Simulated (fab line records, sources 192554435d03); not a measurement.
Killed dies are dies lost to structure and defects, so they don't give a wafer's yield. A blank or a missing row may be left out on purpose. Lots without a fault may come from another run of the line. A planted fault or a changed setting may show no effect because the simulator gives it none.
Chamber matching | flow n5_finfet | N5_MOL_CONTACT_COAG_ETCH_59 on rie_diel-02: 4 sister chambers
The step etches underlayer in N2/H2, target depth 13 nm, time 10.4 s. 4 wafers are shown with their chamber, then 8 later ones without.

WAFERS WITH THEIR CHAMBER
wafer  | chamber | drypump_motor_current_A (A)
L085.6 | 0       | 5.3
L086.1 | 3       | 5.1
L086.4 | 2       | 6.5
L087.2 | 1       | 5.5

WAFERS WITHOUT THEIR CHAMBER
wafer  | drypump_motor_current_A (A)
L087.5 | 5.1
L087.6 | 5.3
L094.2 | 5.2
L094.3 | 6.5
L094.4 | 5.1
L097.1 | 5.2
L097.4 | 6.5
L097.5 | 6.5

WHICH CHAMBER EACH WENT THROUGH
wafer  | from the rows above     | in truth
L087.5 | 3                       | 3
L087.6 | 0                       | 0
L094.2 | can't be placed: 0 or 3 | 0
L094.3 | 2                       | 2
L094.4 | 3                       | 3
L097.1 | can't be placed: 0 or 3 | 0
L097.4 | 2                       | 2
L097.5 | 2                       | 2
Placed correctly: 6 of 8. Can't be placed from these rows: 2 (the true chamber is among the candidates in 2). Placed wrongly: 0.
How it was worked out, from the rows above alone: a wafer's distance from a chamber is the root of the sum, over the readings, of the square of ((its reading less the chamber's mean) divided by the reading's scatter). The wafer belongs to the nearest chamber; if the next one is less than 2 further off, it can't be placed. A chamber's mean is the mean of its shown wafers. The scatter: with one shown wafer a chamber, the root of the mean of the squares of how far each hidden wafer lies from its nearest shown one.
